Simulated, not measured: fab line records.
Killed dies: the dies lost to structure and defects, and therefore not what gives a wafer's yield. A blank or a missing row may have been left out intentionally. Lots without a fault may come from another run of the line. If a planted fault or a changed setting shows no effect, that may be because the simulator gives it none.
fab line records	flow n5_finfet
record: lots: 24	wafers: 72	last_day: 20
route steps=1938 shown BEOL_M1@775 BEOL_M2@856
lots untouched by any fault: they come from a run of this same line in which no faults occurred
start_h: start of the lot's first displayed wafer, in hours after the record's first day	wait_h: hours since the lot's step before	" same as the row above	L1.1+2: several wafers, shown together as one row	- either no value or no given start	* or withheld: withheld	< > ~ a bound
route shown NAME@n: names a module that has steps shown in the file, with the first one's number in the route	usual: mean and standard deviation over wafers with no fault	same: alike in all rows	chamber/n: place in a boat	sites: per-site readings	_std_site: the standard deviation of these	_edge_site: the outer-site mean with the inner-site mean subtracted	radius_mm: for every site, how far away it sits from the centre of the wafer	mask NAME#n: copy n	behind: the last tool/chamber to shape the wafer	hold: the reason the lot was held/the length of the hold in hours/how it ended	device: whichever transistor did not switch (one of n, p or np)	end of line: tests of these same wafers at the route's end	for a step that has no rows: nothing shown but its recipe	killed: dies lost to structure and defects at the first sort, not the wafer's yield	map: dies across one wafer; x = killed, . = not, _ = none there
set.NAME: the setting that was run; set.NAME@STEP: the one run at that earlier step	model.NAME: the simulator's own value behind a step, which no gauge read
a sample of lots followed through the steps of the route, with each step as a table and each wafer as a row
services: a tool's chamber out of use, with start hour (start_h, from the record's first day; less than 0 if before it), hours out, and reason
== steps ==
step: N5_BEOL_M1_STRIP_19
recipe: chemistry: O2	power_w: 400	temp_c: 40	pressure_mtorr: 30	rf_frequency_hz: 6e+07	bias_power_w: 0	overash_fraction: 0.2	o2_flow_sccm: 225
usual: drypump_motor_current_A: 5.6/0.44	oes_product_au: 0.79/0.097	rf_vpp_V: 3.7/0.51	showerhead_plenum_p_Torr: 2.11/0.075	throttle_valve_pct: 16.73/0.24
lot.wafer	tool	chamber	start_h	wait_h	drypump_motor_current_A	oes_product_au	rf_hours_counter_h	rf_vpp_V	showerhead_plenum_p_Torr	throttle_valve_pct
L074.1	rie_diel-06	1	126.86	0.1	5.6	0.72	197	3.4	2.18	17.07
L074.3	"	3	"	"	5.4	0.71	-	4.3	2.07	16.88
L074.5	"	1	"	"	5.6	0.72	-	3.4	2.18	17.07
L075.2	rie_diel-06	1	133.39	0.1	5.6	0.72	200	3.7	2.18	17.08
L075.3	"	1	"	"	5.6	0.72	-	2.8	2.17	17.08
L075.6	"	1	"	"	5.6	0.71	-	3.4	2.18	17.08
L077.2	rie_diel-02	0	137.86	0.2	5.6	0.96	7	3.7	2.07	16.53
L077.5	"	0	"	"	5.6	0.96	-	3.7	2.07	16.52
L077.6	"	1	"	"	6.3	0.94	-	4.0	2.14	16.36
L076.1	rie_diel-06	0	139.19	0.1	5.1	0.99	1	3.5	2.07	16.40
L076.2	"	2	"	"	6.4	0.76	153	3.1	2.02	16.54
L076.4	"	1	"	"	5.6	0.71	202	3.8	2.17	17.09
L078.1	rie_diel-06	2	150.44	0.1	6.5	0.75	156	3.4	2.01	16.53
L078.4	"	0	"	"	5.2	0.98	3	3.1	2.06	16.42
L078.6	"	1	"	"	5.6	0.71	-	3.7	2.17	17.09
L079.1	rie_diel-03	1	154.13	0.1	6.0	0.72	211	4.3	2.16	16.78
L079.3	"	2	"	"	5.3	0.71	230	4.2	1.99	16.92
L079.5	"	2	"	"	5.3	0.71	-	3.9	1.99	16.93
L080.1	rie_diel-03	2	161.03	0.1	5.3	0.71	232	5.4	1.98	16.92
L080.3	"	0	"	"	4.7	0.84	37	3.4	2.05	16.44
L080.5	"	0	"	"	4.7	0.85	-	3.2	2.05	16.45
L081.2	rie_diel-02	2	165.85	0.1	6.0	0.75	159	2.9	2.19	16.80
L081.5	"	0	"	"	5.6	0.94	-	3.7	2.07	16.53
L081.6	"	1	"	"	6.3	0.92	-	3.8	2.14	16.35
L082.2	rie_diel-06	3	175.62	0.2	5.5	0.69	202	3.5	2.07	16.91
L082.3	"	2	"	"	6.4	0.75	160	4.1	2.01	16.54
L082.5	"	1	"	"	5.6	0.71	-	4.5	2.17	17.10
L083.3	rie_diel-03	1	175.91	0.2	6.0	0.72	217	4.2	2.16	16.79
L083.4	"	3	"	"	5.5	0.94	12	4.5	2.24	16.45
L083.5	"	1	"	"	6.0	0.72	-	4.0	2.16	16.77
L084.2	rie_diel-06	1	179.34	0.1	5.6	0.71	213	3.6	2.17	17.09
L084.4	"	3	"	"	5.4	0.69	204	3.9	2.07	16.90
L084.5	"	0	"	"	5.2	0.95	-	3.2	2.06	16.44
L085.2	rie_diel-03	0	189.08	0.1	4.7	0.83	44	3.9	2.05	16.43
L085.3	"	2	"	"	5.3	0.69	240	4.2	1.98	16.94
L085.4	"	1	"	"	6.0	0.71	221	3.9	2.16	16.78
L086.2	rie_diel-06	2	198.56	0.1	6.5	0.75	166	4.0	2.01	16.56
L086.3	"	1	"	"	5.6	0.71	218	3.4	2.17	17.11
L086.4	"	0	"	"	5.2	0.94	15	3.6	2.06	16.43
L087.1	rie_diel-06	3	201.10	0.1	5.4	0.69	208	3.7	2.07	16.91
L087.4	"	0	"	"	5.2	0.93	16	3.6	2.06	16.43
L087.6	"	1	"	"	5.6	0.70	-	3.9	2.17	17.11
L088.1	rie_diel-03	2	208.40	0.2	5.3	0.70	245	3.3	1.98	16.95
L088.2	"	0	"	"	4.8	0.83	49	4.4	2.05	16.47
L088.4	"	3	"	"	5.5	0.91	21	4.5	2.24	16.47
L089.2	rie_diel-02	0	223.16	0.1	5.6	0.91	31	4.0	2.06	16.59
L089.3	"	2	"	"	6.0	0.73	174	4.0	2.19	16.82
L089.5	"	0	"	"	5.6	0.90	-	3.9	2.06	16.56
L090.2	rie_diel-02	3	225.80	0.1	5.8	0.79	102	3.4	2.02	16.98
L090.3	"	0	"	"	5.6	0.90	32	3.7	2.06	16.56
L090.6	"	0	"	"	5.6	0.90	-	4.2	2.06	16.57
L091.1	rie_diel-03	0	236.94	0.1	4.8	0.83	58	3.9	2.05	16.47
L091.3	"	3	"	"	5.5	0.90	30	3.7	2.23	16.47
L091.6	"	0	"	"	4.8	0.82	-	4.1	2.05	16.46
L092.1	rie_diel-06	3	246.89	0.1	5.5	0.69	218	3.4	2.06	16.93
L092.2	"	2	"	"	6.4	0.73	176	4.0	2.01	16.57
L092.6	"	2	"	"	6.5	0.74	-	4.0	2.01	16.56
L094.1	rie_diel-06	1	251.41	0.2	5.6	0.69	230	4.4	2.16	17.14
L094.2	"	0	"	"	5.2	0.91	29	4.1	2.06	16.48
L094.3	"	3	"	"	5.4	0.69	221	2.9	2.06	16.92
L093.3	rie_diel-03	0	251.55	0.1	4.8	0.81	65	4.0	2.04	16.49
L093.4	"	1	"	"	6.0	0.70	242	2.9	2.15	16.83
L093.5	"	2	"	"	5.3	0.97	-	4.1	2.24	16.52
L095.4	rie_diel-02	2	255.27	0.4	6.0	0.72	-	3.8	2.18	16.85
L095.5	"	3	"	"	5.8	0.76	-	3.4	2.02	17.00
L095.6	"	0	"	"	5.6	0.87	-	4.3	2.06	16.58
L096.2	rie_diel-02	0	260.32	0.1	5.6	0.88	47	4.4	2.06	16.60
L096.3	"	2	"	"	6.0	0.72	190	3.8	2.18	16.87
L096.6	"	1	"	"	6.3	0.88	-	3.0	2.14	16.39
L097.1	rie_diel-03	2	274.50	0.1	5.3	0.94	13	3.5	2.24	16.56
L097.2	"	1	"	"	6.0	0.69	248	3.9	2.15	16.83
L097.5	"	1	"	"	6.0	0.69	-	3.8	2.15	16.86
step: N5_BEOL_M1_SPUTTER_79
recipe: material: Cu	target_thk_a: 45	temp_c: -20	chamber_pressure_pa: 0.07	power_w: withheld	time_s: 8.29
usual: throttle_valve_pct: 30.0/1.2
lot.wafer	tool	chamber	start_h	wait_h	throttle_valve_pct
L074.1	pvd_sputter-01	-	134.56	0.1	30.6
L074.3	"	-	"	"	28.1
L074.5	"	-	"	"	30.4
L075.2	pvd_sputter-02	-	142.36	0.1	30.1
L075.3	"	-	"	"	28.8
L075.6	"	-	"	"	30.2
L077.2	pvd_sputter-01	-	142.79	0.1	30.3
L077.5	"	-	"	"	29.1
L077.6	"	-	"	"	30.6
L076.1	pvd_sputter-03	-	147.14	0.1	29.2
L076.2	"	-	"	"	31.4
L076.4	"	-	"	"	32.2
L078.1	pvd_sputter-03	-	154.40	0.1	31.2
L078.4	"	-	"	"	29.5
L078.6	"	-	"	"	32.0
L079.1	pvd_sputter-02	-	157.06	0.1	30.2
L079.3	"	-	"	"	31.2
L079.5	"	-	"	"	30.3
L081.2	pvd_sputter-03	-	176.19	0.1	31.0
L081.5	"	-	"	"	29.1
L081.6	"	-	"	"	31.2
L080.1	pvd_sputter-02	-	177.97	0.1	30.0
L080.3	"	-	"	"	30.2
L080.5	"	-	"	"	30.1
L082.2	pvd_sputter-02	-	185.66	0.1	30.1
L082.3	"	-	"	"	31.1
L082.5	"	-	"	"	31.3
L083.3	pvd_sputter-01	-	185.92	0.1	28.0
L083.4	"	-	"	"	30.3
L083.5	"	-	"	"	29.1
L084.2	pvd_sputter-03	-	188.61	0.1	31.9
L084.4	"	-	"	"	29.0
L084.5	"	-	"	"	29.4
L085.2	pvd_sputter-01	-	193.71	0.1	28.2
L085.3	"	-	"	"	29.8
L085.4	"	-	"	"	30.4
L086.2	pvd_sputter-03	-	202.35	0.1	32.2
L086.3	"	-	"	"	29.0
L086.4	"	-	"	"	29.3
L088.1	pvd_sputter-01	-	213.02	0.1	30.2
L088.2	"	-	"	"	28.3
L088.4	"	-	"	"	29.0
L087.1	pvd_sputter-03	-	215.86	0.1	29.3
L087.4	"	-	"	"	28.9
L087.6	"	-	"	"	32.4
L089.2	pvd_sputter-01	-	233.87	0.1	28.3
L089.3	"	-	"	"	29.0
L089.5	"	-	"	"	30.4
L090.2	pvd_sputter-01	-	248.47	0.1	28.9
L090.3	"	-	"	"	30.4
L090.6	"	-	"	"	28.8
L092.1	pvd_sputter-03	-	256.95	0.1	29.4
L092.2	"	-	"	"	32.1
L092.6	"	-	"	"	31.5
L094.1	pvd_sputter-03	-	269.08	0.1	29.5
L094.2	"	-	"	"	29.0
L094.3	"	-	"	"	32.2
L093.3	pvd_sputter-03	-	271.65	0.1	32.2
L093.4	"	-	"	"	29.0
L093.5	"	-	"	"	29.2
L091.1	pvd_sputter-01	-	276.31	0.1	30.5
L091.3	"	-	"	"	30.1
L091.6	"	-	"	"	28.1
L095.4	pvd_sputter-01	-	279.57	0.1	28.8
L095.5	"	-	"	"	29.9
L095.6	"	-	"	"	28.3
L096.2	pvd_sputter-03	-	281.72	0.1	32.2
L096.3	"	-	"	"	29.0
L096.6	"	-	"	"	28.7
L097.1	pvd_sputter-03	-	286.84	0.1	32.2
L097.2	"	-	"	"	28.8
L097.5	"	-	"	"	29.3
step: N5_BEOL_M1_ANNEAL_89
recipe: temp_c: 400	time_s: 240	ambient: vacuum
usual: heater_power_w: 862/95
lot.wafer	tool	chamber	start_h	wait_h	heater_power_w
L074.1	pvd_sputter-01	-	135.30	0.0	882
L074.3	"	-	"	"	781
L074.5	"	-	"	"	862
L075.2	pvd_sputter-02	-	143.10	0.0	1015
L075.3	"	-	"	"	948
L075.6	"	-	"	"	927
L077.2	pvd_sputter-01	-	143.53	0.0	846
L077.5	"	-	"	"	759
L077.6	"	-	"	"	858
L076.1	pvd_sputter-03	-	147.94	0.0	764
L076.2	"	-	"	"	1042
L076.4	"	-	"	"	850
L078.1	pvd_sputter-03	-	155.14	0.0	1036
L078.4	"	-	"	"	753
L078.6	"	-	"	"	817
L079.1	pvd_sputter-02	-	157.80	0.0	905
L079.3	"	-	"	"	914
L079.5	"	-	"	"	896
L081.2	pvd_sputter-03	-	176.93	0.0	1028
L081.5	"	-	"	"	788
L081.6	"	-	"	"	1024
L080.1	pvd_sputter-02	-	178.71	0.0	903
L080.3	"	-	"	"	1019
L080.5	"	-	"	"	1030
L082.2	pvd_sputter-02	-	186.40	0.0	1025
L082.3	"	-	"	"	912
L082.5	"	-	"	"	904
L083.3	pvd_sputter-01	-	186.66	0.0	802
L083.4	"	-	"	"	857
L083.5	"	-	"	"	784
L084.2	pvd_sputter-03	-	189.35	0.0	820
L084.4	"	-	"	"	805
L084.5	"	-	"	"	728
L085.2	pvd_sputter-01	-	194.45	0.0	799
L085.3	"	-	"	"	961
L085.4	"	-	"	"	846
L086.2	pvd_sputter-03	-	203.09	0.0	805
L086.3	"	-	"	"	797
L086.4	"	-	"	"	763
L088.1	pvd_sputter-01	-	213.76	0.0	859
L088.2	"	-	"	"	803
L088.4	"	-	"	"	757
L087.1	pvd_sputter-03	-	216.60	0.0	743
L087.4	"	-	"	"	803
L087.6	"	-	"	"	850
L089.2	pvd_sputter-01	-	234.61	0.0	793
L089.3	"	-	"	"	773
L089.5	"	-	"	"	856
L090.2	pvd_sputter-01	-	249.21	0.0	769
L090.3	"	-	"	"	879
L090.6	"	-	"	"	749
L092.1	pvd_sputter-03	-	257.69	0.0	744
L092.2	"	-	"	"	838
L092.6	"	-	"	"	1020
L094.1	pvd_sputter-03	-	269.82	0.0	740
L094.2	"	-	"	"	802
L094.3	"	-	"	"	813
L093.3	pvd_sputter-03	-	272.39	0.0	811
L093.4	"	-	"	"	799
L093.5	"	-	"	"	759
L091.1	pvd_sputter-01	-	277.05	0.0	851
L091.3	"	-	"	"	988
L091.6	"	-	"	"	800
L095.4	pvd_sputter-01	-	280.31	0.0	754
L095.5	"	-	"	"	971
L095.6	"	-	"	"	818
L096.2	pvd_sputter-03	-	282.46	0.0	839
L096.3	"	-	"	"	802
L096.6	"	-	"	"	823
L097.1	pvd_sputter-03	-	287.58	0.0	812
L097.2	"	-	"	"	809
L097.5	"	-	"	"	742
step: N5_BEOL_M1_ANNEAL_91
recipe: temp_c: 400	time_s: 240	ambient: vacuum
usual: heater_power_w: 865/95
lot.wafer	tool	chamber	start_h	wait_h	heater_power_w
L074.1	pvd_sputter-01	-	135.52	0.0	861
L074.3	"	-	"	"	808
L074.5	"	-	"	"	874
L075.2	pvd_sputter-02	-	143.32	0.0	1026
L075.3	"	-	"	"	959
L075.6	"	-	"	"	955
L077.2	pvd_sputter-01	-	143.75	0.0	866
L077.5	"	-	"	"	752
L077.6	"	-	"	"	877
L076.1	pvd_sputter-03	-	148.18	0.0	762
L076.2	"	-	"	"	1006
L076.4	"	-	"	"	827
L078.1	pvd_sputter-03	-	155.36	0.0	1023
L078.4	"	-	"	"	752
L078.6	"	-	"	"	822
L079.1	pvd_sputter-02	-	158.02	0.0	900
L079.3	"	-	"	"	915
L079.5	"	-	"	"	938
L081.2	pvd_sputter-03	-	177.15	0.0	1056
L081.5	"	-	"	"	813
L081.6	"	-	"	"	1019
L080.1	pvd_sputter-02	-	178.93	0.0	897
L080.3	"	-	"	"	1030
L080.5	"	-	"	"	1022
L082.2	pvd_sputter-02	-	186.62	0.0	1011
L082.3	"	-	"	"	929
L082.5	"	-	"	"	921
L083.3	pvd_sputter-01	-	186.88	0.0	812
L083.4	"	-	"	"	872
L083.5	"	-	"	"	752
L084.2	pvd_sputter-03	-	189.57	0.0	824
L084.4	"	-	"	"	813
L084.5	"	-	"	"	774
L085.2	pvd_sputter-01	-	194.67	0.0	815
L085.3	"	-	"	"	966
L085.4	"	-	"	"	847
L086.2	pvd_sputter-03	-	203.31	0.0	809
L086.3	"	-	"	"	802
L086.4	"	-	"	"	733
L088.1	pvd_sputter-01	-	213.98	0.0	843
L088.2	"	-	"	"	811
L088.4	"	-	"	"	767
L087.1	pvd_sputter-03	-	216.82	0.0	763
L087.4	"	-	"	"	783
L087.6	"	-	"	"	831
L089.2	pvd_sputter-01	-	234.83	0.0	764
L089.3	"	-	"	"	777
L089.5	"	-	"	"	857
L090.2	pvd_sputter-01	-	249.43	0.0	766
L090.3	"	-	"	"	853
L090.6	"	-	"	"	755
L092.1	pvd_sputter-03	-	257.91	0.0	764
L092.2	"	-	"	"	838
L092.6	"	-	"	"	1038
L094.1	pvd_sputter-03	-	270.04	0.0	755
L094.2	"	-	"	"	801
L094.3	"	-	"	"	824
L093.3	pvd_sputter-03	-	272.61	0.0	836
L093.4	"	-	"	"	805
L093.5	"	-	"	"	760
L091.1	pvd_sputter-01	-	277.27	0.0	856
L091.3	"	-	"	"	998
L091.6	"	-	"	"	825
L095.4	pvd_sputter-01	-	280.53	0.0	774
L095.5	"	-	"	"	981
L095.6	"	-	"	"	803
L096.2	pvd_sputter-03	-	282.68	0.0	852
L096.3	"	-	"	"	798
L096.6	"	-	"	"	807
L097.1	pvd_sputter-03	-	287.80	0.0	834
L097.2	"	-	"	"	819
L097.5	"	-	"	"	735
step: N5_BEOL_M1_ANNEAL_93
recipe: temp_c: 400	time_s: 240	ambient: vacuum
usual: heater_power_w: 864/97
lot.wafer	tool	chamber	start_h	wait_h	heater_power_w
L074.1	pvd_sputter-01	-	135.74	0.0	868
L074.3	"	-	"	"	809
L074.5	"	-	"	"	863
L075.2	pvd_sputter-02	-	143.54	0.0	1025
L075.3	"	-	"	"	977
L075.6	"	-	"	"	946
L077.2	pvd_sputter-01	-	143.97	0.0	855
L077.5	"	-	"	"	755
L077.6	"	-	"	"	839
L076.1	pvd_sputter-03	-	148.42	0.0	759
L076.2	"	-	"	"	1037
L076.4	"	-	"	"	828
L078.1	pvd_sputter-03	-	155.58	0.0	1047
L078.4	"	-	"	"	750
L078.6	"	-	"	"	856
L079.1	pvd_sputter-02	-	158.24	0.0	900
L079.3	"	-	"	"	911
L079.5	"	-	"	"	906
L081.2	pvd_sputter-03	-	177.37	0.0	1026
L081.5	"	-	"	"	804
L081.6	"	-	"	"	1050
L080.1	pvd_sputter-02	-	179.15	0.0	942
L080.3	"	-	"	"	1015
L080.5	"	-	"	"	1027
L082.2	pvd_sputter-02	-	186.84	0.0	1037
L082.3	"	-	"	"	929
L082.5	"	-	"	"	912
L083.3	pvd_sputter-01	-	187.10	0.0	789
L083.4	"	-	"	"	855
L083.5	"	-	"	"	749
L084.2	pvd_sputter-03	-	189.79	0.0	840
L084.4	"	-	"	"	792
L084.5	"	-	"	"	752
L085.2	pvd_sputter-01	-	194.89	0.0	795
L085.3	"	-	"	"	973
L085.4	"	-	"	"	877
L086.2	pvd_sputter-03	-	203.53	0.0	819
L086.3	"	-	"	"	803
L086.4	"	-	"	"	761
L088.1	pvd_sputter-01	-	214.20	0.0	859
L088.2	"	-	"	"	804
L088.4	"	-	"	"	770
L087.1	pvd_sputter-03	-	217.04	0.0	750
L087.4	"	-	"	"	806
L087.6	"	-	"	"	838
L089.2	pvd_sputter-01	-	235.05	0.0	809
L089.3	"	-	"	"	753
L089.5	"	-	"	"	854
L090.2	pvd_sputter-01	-	249.65	0.0	768
L090.3	"	-	"	"	867
L090.6	"	-	"	"	764
L092.1	pvd_sputter-03	-	258.13	0.0	760
L092.2	"	-	"	"	826
L092.6	"	-	"	"	1046
L094.1	pvd_sputter-03	-	270.26	0.0	765
L094.2	"	-	"	"	792
L094.3	"	-	"	"	804
L093.3	pvd_sputter-03	-	272.83	0.0	837
L093.4	"	-	"	"	797
L093.5	"	-	"	"	759
L091.1	pvd_sputter-01	-	277.49	0.0	838
L091.3	"	-	"	"	993
L091.6	"	-	"	"	811
L095.4	pvd_sputter-01	-	280.75	0.0	749
L095.5	"	-	"	"	984
L095.6	"	-	"	"	781
L096.2	pvd_sputter-03	-	282.90	0.0	857
L096.3	"	-	"	"	802
L096.6	"	-	"	"	812
L097.1	pvd_sputter-03	-	288.02	0.0	828
L097.2	"	-	"	"	789
L097.5	"	-	"	"	762
step: N5_BEOL_M2_INSPECT_13
recipe: mode: adi	inspect_instrument: brightfield
usual: raw_defect_count: 394/92
lot.wafer	tool	chamber	start_h	wait_h	raw_defect_count
L074.1	defect_inspect-01	-	138.65	0.1	496
L074.3	"	-	"	"	369
L074.5	"	-	"	"	452
L075.2	defect_inspect-02	-	146.42	0.0	423
L075.3	"	-	"	"	279
L075.6	"	-	"	"	330
L077.2	defect_inspect-01	-	146.63	0.0	397
L077.5	"	-	"	"	331
L077.6	"	-	"	"	295
L076.1	defect_inspect-02	-	150.71	0.1	568
L076.2	"	-	"	"	401
L076.4	"	-	"	"	331
L078.1	defect_inspect-02	-	159.55	0.1	271
L078.4	"	-	"	"	440
L078.6	"	-	"	"	463
L079.1	defect_inspect-01	-	161.04	0.1	294
L079.3	"	-	"	"	401
L079.5	"	-	"	"	325
L081.2	defect_inspect-01	-	181.66	0.0	345
L081.5	"	-	"	"	260
L081.6	"	-	"	"	400
L080.1	defect_inspect-01	-	182.03	0.1	316
L080.3	"	-	"	"	411
L080.5	"	-	"	"	301
L082.2	defect_inspect-02	-	192.70	0.0	272
L082.3	"	-	"	"	286
L082.5	"	-	"	"	295
L083.3	defect_inspect-01	-	192.87	0.0	394
L083.4	"	-	"	"	588
L083.5	"	-	"	"	491
L084.2	defect_inspect-01	-	193.01	0.0	704
L084.4	"	-	"	"	508
L084.5	"	-	"	"	415
L085.2	defect_inspect-02	-	198.02	0.0	470
L085.3	"	-	"	"	356
L085.4	"	-	"	"	399
L086.2	defect_inspect-02	-	207.54	0.0	470
L086.3	"	-	"	"	368
L086.4	"	-	"	"	521
L088.1	defect_inspect-01	-	218.61	0.1	419
L088.2	"	-	"	"	637
L088.4	"	-	"	"	619
L087.1	defect_inspect-02	-	219.54	0.1	335
L087.4	"	-	"	"	383
L087.6	"	-	"	"	328
L089.2	defect_inspect-01	-	237.51	0.0	385
L089.3	"	-	"	"	239
L089.5	"	-	"	"	371
L090.2	defect_inspect-02	-	252.39	0.0	462
L090.3	"	-	"	"	376
L090.6	"	-	"	"	416
L092.1	defect_inspect-01	-	261.09	0.1	323
L092.2	"	-	"	"	348
L092.6	"	-	"	"	212
L094.1	defect_inspect-02	-	274.06	0.1	316
L094.2	"	-	"	"	485
L094.3	"	-	"	"	350
L093.3	defect_inspect-01	-	275.54	0.0	231
L093.4	"	-	"	"	291
L093.5	"	-	"	"	356
L091.1	defect_inspect-01	-	282.94	0.1	442
L091.3	"	-	"	"	461
L091.6	"	-	"	"	324
L095.4	defect_inspect-02	-	283.87	0.0	408
L095.5	"	-	"	"	304
L095.6	"	-	"	"	273
L096.2	defect_inspect-01	-	286.42	0.0	309
L096.3	"	-	"	"	340
L096.6	"	-	"	"	360
L097.1	defect_inspect-02	-	290.99	0.1	481
L097.2	"	-	"	"	326
L097.5	"	-	"	"	360
== services ==
tool	chamber	start_h	hours	kind
rie_diel-03	3	108.35	-	clean
rie_diel-03	3	108.35	-	consumable_replace:focus_ring
rie_diel-03	3	108.35	-	consumable_replace:showerhead
rie_diel-03	3	108.35	18.4	scheduled_down
rie_diel-03	3	108.35	18.4	vent_cycle
rie_diel-06	0	120.08	-	clean
rie_diel-06	0	120.08	-	consumable_replace:focus_ring
rie_diel-06	0	120.08	16.2	scheduled_down
rie_diel-06	0	120.08	16.2	vent_cycle
rie_diel-06	2	125.76	11.1	repair
rie_diel-03	1	145.19	1.6	repair
rie_diel-06	-	158.33	2.8	pm
rie_diel-06	2	163.27	9.2	repair
rie_diel-03	-	177.21	0.8	repair
rie_diel-02	2	214.00	6.4	repair
rie_diel-02	1	219.30	40.8	repair
rie_diel-03	2	225.34	-	clean
rie_diel-03	2	225.34	-	consumable_replace:focus_ring
rie_diel-03	2	225.34	-	consumable_replace:showerhead
rie_diel-03	2	225.34	18.0	scheduled_down
rie_diel-03	2	225.34	18.0	vent_cycle
rie_diel-06	3	252.54	2.8	repair
rie_diel-03	1	260.48	6.6	repair
pvd_sputter-02	-	265.13	12.8	repair
== key ==
fault none
